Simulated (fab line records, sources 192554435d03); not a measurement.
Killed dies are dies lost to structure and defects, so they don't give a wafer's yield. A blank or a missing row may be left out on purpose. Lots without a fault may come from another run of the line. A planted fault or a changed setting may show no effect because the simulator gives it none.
Which tool did it? | flow n5_finfet | 23 lots, 69 wafers sampled, at 1 step of a route of 1938

WHAT THE GAUGES READ, wafer by wafer
N5_WELL_APT_OVL_MEAS_09. Usual: NWELL_OVL 1 nm, standard deviation 5.3.
lot  | measured    | on         | NWELL_OVL (nm) | flag
L074 | day 1 13:46 | overlay-01 | -5 -10 1       |
L075 | day 1 19:53 | overlay-01 | 4 8 7          |
L077 | day 2 07:46 | overlay-01 | 2 0 -6         |
L078 | day 2 13:43 | overlay-02 | 3 3 1          |
L079 | day 2 19:47 | overlay-01 | -6 -5 -7       |
L080 | day 3 01:53 | overlay-01 | -12 -2 -5      |
L081 | day 3 07:58 | overlay-02 | 4 2 8          |
L082 | day 3 13:44 | overlay-01 | -5 3 -4        |
L083 | day 3 19:43 | overlay-02 | 4 -2 6         |
L084 | day 4 01:36 | overlay-01 | 6 9 2          |
L085 | day 4 07:58 | overlay-02 | 6 3 2          |
L086 | day 4 13:43 | overlay-01 | 1 -4 -2        |
L087 | day 4 20:12 | overlay-02 | -8 -8 -6       |
L088 | day 5 01:44 | overlay-01 | 0 5 5          |
L089 | day 5 08:01 | overlay-01 | -1 -1 -1       |
L090 | day 5 13:44 | overlay-01 | 9 13 11        |
L091 | day 5 19:57 | overlay-02 | 0 1 -2         |
L092 | day 6 01:43 | overlay-02 | 9 9 2          |
L093 | day 6 07:52 | overlay-01 | 4 -1 -1        |
L094 | day 6 13:55 | overlay-01 | 8 -6 -1        |
L095 | day 6 21:04 | overlay-01 | 4 -3 4         |
L096 | day 7 01:43 | overlay-02 | -1 2 -4        |
L097 | day 7 08:06 | overlay-02 | 5 10 1         |

WHICH TOOL RAN EACH LOT (tool, then ch and the chambers of the sampled wafers, then the start)
The record holds no process step before these readings.

WHAT THE TOOLS THEMSELVES READ (means of the sampled wafers that have a number; where no wafer has one, the mark that the record gives instead)
The record holds no such reading with a usual standard deviation.

THE ANSWER, worked out from the rows above alone
Rule: a lot is off if the mean of its wafers that have a number lies more than 3 standard deviations from the usual mean. A lot without any number at a reading at which 4 lots or more have one is off too. The other lots that the step has rows for count as sound. The gauges are gone through in route order, then the tools' own readings, and for those a lot's mean is taken as printed above. The first step at which some lot is off is used, and at that step the reading that is off furthest; a lot without a number counts as furthest.
No lot is off at any reading shown: from this, nothing can be told.

WHAT THE SIMULATOR HAD PUT IN
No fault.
